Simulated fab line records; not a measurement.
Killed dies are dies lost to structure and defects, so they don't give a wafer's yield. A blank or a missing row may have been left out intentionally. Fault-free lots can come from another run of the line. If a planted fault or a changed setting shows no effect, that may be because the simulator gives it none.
The same fault as seen by 3 desks	flow n5-finfet	each desk has only its own numbers; what lay behind them comes last

== FROM THE METROLOGY DESK ==
Lot by lot, what the gauges showed, no matter which tool ran the lot: averages of those sampled wafers that carry a number. The brackets show how far a lot's mean lies from the usual mean; more than 4 standard deviations puts the lot out of limits, marked OUT. Shown are 7 of the 11 readings it has, namely the first that went out of limits plus those furthest out on some lot.
Columns: A = DIBL_N at N5_BEOL_M4_RC_MEAS_101, usual 36.4 mV/V; B = IOFF_P at N5_BEOL_M4_RC_MEAS_101, usual 0.21 nA/um; C = ION_P at N5_BEOL_M4_RC_MEAS_101, usual 459 uA/um; D = SS_N at N5_BEOL_M4_RC_MEAS_101, usual 71.5 mV/dec; E = VT_N at N5_BEOL_M4_RC_MEAS_101, usual 250 mV; F = VT_P at N5_BEOL_M4_RC_MEAS_101, usual -250 mV; G = M7_THK at N5_BEOL_M7_THK_MEAS_53, usual 80.3 nm
lot	first seen here	A	B	C	D	E	F	G
L189	day 8 17:43	35.3	0.19	455	71.3	252	-251	80.0
L190	day 9 12:06	36.0	0.22	463	71.1	251	-248	78.5
L195	day 11 03:57	36.0	0.17	445	71.5	254	-258	117.1 (+19) OUT
L196	day 11 16:36	35.2	0.17	452	72.0	251	-254	153.8 (+39) OUT
L199	day 11 20:13	35.3	0.18	454	70.7	254	-253	180.2 (+53) OUT
L205	day 13 05:35	35.7	0.20	456	71.9	254	-253	80.3
L207	day 13 05:46	37.5	0.23	458	71.8	247	-249	81.4
L210	day 14 19:29	35.5	0.22	463	71.4	251	-249	82.1
L211	day 14 23:20	34.2	0.23	466	71.2	251	-246	78.2
This desk finds L195, L196, L199 out of limits, with the earliest case on L195 at day 12 09:39 (M7_THK at N5_BEOL_M7_THK_MEAS_53). L189, L190, L205, L207, L210, L211: within limits.

== THE DEFECT DESK ==
Counts from the inspections along the route, per lot, as means over the sampled wafers that have a number. The brackets show how far a lot's mean lies from the usual mean; more than 4 standard deviations puts the lot out of limits, marked OUT.
Columns: A = raw-defect-count at N5_BEOL_M7_INSPECT_58, usual 78
lot	first seen here	A
L189	day 10 05:54	42
L190	day 10 19:59	81
L195	day 12 09:49	490 (+14) OUT
L196	day 12 18:08	811 (+24) OUT
L199	day 13 04:54	1182 (+37) OUT
L205	day 14 10:27	73
L207	day 14 17:04	72
L210	day 16 00:31	64
L211	day 16 04:34	102
This desk's finding: out of limits on L195, L196, L199; first on L195, day 12 09:49 (raw-defect-count at N5_BEOL_M7_INSPECT_58). L189, L190, L205, L207, L210, L211: within limits.

== THE TOOL OWNER'S DESK: cmp-03 ==
The tool's own readings at N5_BEOL_M7_CMP_52 (polishes, stops on SiCOH lowk, t overpolish 6.9 s, target thk 80 nm): means of the sampled wafers that have a number, for each lot that ran on this tool. The brackets show how far a lot's mean lies from the usual mean; more than 4 standard deviations puts the lot out of limits, marked OUT.
Columns: A = barrier-field-endpoint-s at N5_BEOL_M7_CMP_52, usual 28.6 s; B = motor-current-A at N5_BEOL_M7_CMP_52, usual 6.0 A; C = overpolish-run-s at N5_BEOL_M7_CMP_52, usual 6.900 s; D = time-to-endpoint-s at N5_BEOL_M7_CMP_52, usual 60.9 s
lot	first seen here	A	B	C	D
L190	day 10 19:38	28.9	6.0	6.898	61.3
L195	day 12 09:22	34.7 (+11) OUT	5.8	4.618 (-99 or more) OUT	68.2
L196	day 12 17:43	40.6 (+21) OUT	5.8	2.321 (-99 or more) OUT	74.8 (+5.1) OUT
L199	day 13 04:29	46.7 (+32) OUT	6.1	0.041 (-99 or more) OUT	81.3 (+7.6) OUT
L210	day 16 00:04	28.8	6.1	6.900	60.3
L211	day 16 04:12	28.8	6.0	6.897	59.0
This desk's finding: out of limits on L195, L196, L199; first on L195, day 12 09:22 (barrier-field-endpoint-s at N5_BEOL_M7_CMP_52). L190, L210, L211: within limits.

== ALL TOGETHER ==
At day 12 09:22, on L195, L196, L199, the tool owner's desk was in a position to raise an alarm.
At day 12 09:39 the metrology desk could have sounded an alarm, on L195, L196, L199.
The defect desk could have raised an alarm at day 12 09:49, on L195, L196, L199.
Every lot named ran N5_BEOL_M7_CMP_52 on cmp-03.

== WHAT THE SIMULATOR HAD INSERTED ==
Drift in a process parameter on cmp-03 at N5_BEOL_M7_CMP_52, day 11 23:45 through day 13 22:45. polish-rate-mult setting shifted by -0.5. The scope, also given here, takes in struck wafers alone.
Lots struck among those shown: L195, L196, L199.
Hours from the fault's start to each desk's first reading out of limits: the tool owner's desk, 10; the metrology desk, 10; the defect desk, 10.
